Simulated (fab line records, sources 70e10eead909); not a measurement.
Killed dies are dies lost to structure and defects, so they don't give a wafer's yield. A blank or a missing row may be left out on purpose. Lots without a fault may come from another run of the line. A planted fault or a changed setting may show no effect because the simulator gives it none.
One fault seen from 3 desks | flow nand_harc | each desk has only its own numbers; what lay behind them comes last

THE METROLOGY DESK
What the gauges read, lot by lot, whatever tool the lot ran on: means of the sampled wafers that have a number. A lot is out of limits, marked OUT, if its mean lies more than 4 standard deviations from the usual mean; the brackets give that distance.
Columns: A = cd_nm at NHARC_THIN_TSV_CD_MEAS_12, usual 999.1 nm
lot  | first seen here | A
L310 | day 24 20:14    | 996.6
L313 | day 25 13:29    | 999.9
L312 | day 25 19:08    | 999.0
L315 | day 26 00:31    | 997.5
L320 | day 28 06:24    | 999.4
L329 | day 31 15:14    | 996.6
L327 | day 31 16:31    | 1001.2
L328 | day 32 02:41    | 996.8
L330 | day 32 03:53    | 998.2
L331 | day 32 16:20    | 996.3
L332 | day 33 15:24    | 1002.2
This desk's finding: nothing out of limits on any of the 11 lots.

THE TOOL OWNER'S DESK: rie_metal-02
The tool's own readings at NHARC_THIN_TSV_ETCH_59 (etches the open film in Cl2/BCl3, target depth 880 nm, time 138.1 s): means of the sampled wafers that have a number, for each lot that ran on this tool. A lot is out of limits, marked OUT, if its mean lies more than 4 standard deviations from the usual mean; the brackets give that distance.
Columns: A = drypump_motor_current_A at NHARC_THIN_TSV_ETCH_59, usual 5.8 A; B = oes_product_au at NHARC_THIN_TSV_ETCH_59, usual 0.996 a.u.; C = throttle_valve_pct at NHARC_THIN_TSV_ETCH_59, usual 22.264 %
lot  | first seen here | A   | B     | C
L310 | day 25 02:28    | 6.2 | 0.986 | 22.264
L313 | day 25 19:44    | 6.2 | 0.990 | 22.267
L315 | day 26 06:58    | 6.2 | 0.986 | 22.265
L320 | day 28 12:49    | 6.1 | 0.991 | 22.258
L330 | day 32 09:59    | 6.2 | 0.985 | 22.264
L331 | day 32 22:36    | 6.2 | 0.979 | 22.263
This desk's finding: nothing out of limits on any of the 6 lots.

THE DEFECT DESK
What the inspections along the route counted, lot by lot: means of the sampled wafers that have a number. A lot is out of limits, marked OUT, if its mean lies more than 4 standard deviations from the usual mean; the brackets give that distance.
Columns: A = raw_defect_count at NHARC_THIN_TSV_INSPECT_40, usual 545
lot  | first seen here | A
L310 | day 25 08:10    | 522
L313 | day 26 01:23    | 538
L315 | day 26 10:28    | 581
L312 | day 26 10:28    | 448
L320 | day 28 17:14    | 795
L327 | day 32 03:04    | 478
L329 | day 32 03:04    | 464
L328 | day 32 14:42    | 576
L330 | day 32 14:43    | 575
L331 | day 33 04:25    | 607
L332 | day 34 03:08    | 546
This desk's finding: nothing out of limits on any of the 11 lots.

PUT TOGETHER
The metrology desk saw nothing out of limits.
The tool owner's desk saw nothing out of limits.
The defect desk saw nothing out of limits.

WHAT THE SIMULATOR HAD PUT IN
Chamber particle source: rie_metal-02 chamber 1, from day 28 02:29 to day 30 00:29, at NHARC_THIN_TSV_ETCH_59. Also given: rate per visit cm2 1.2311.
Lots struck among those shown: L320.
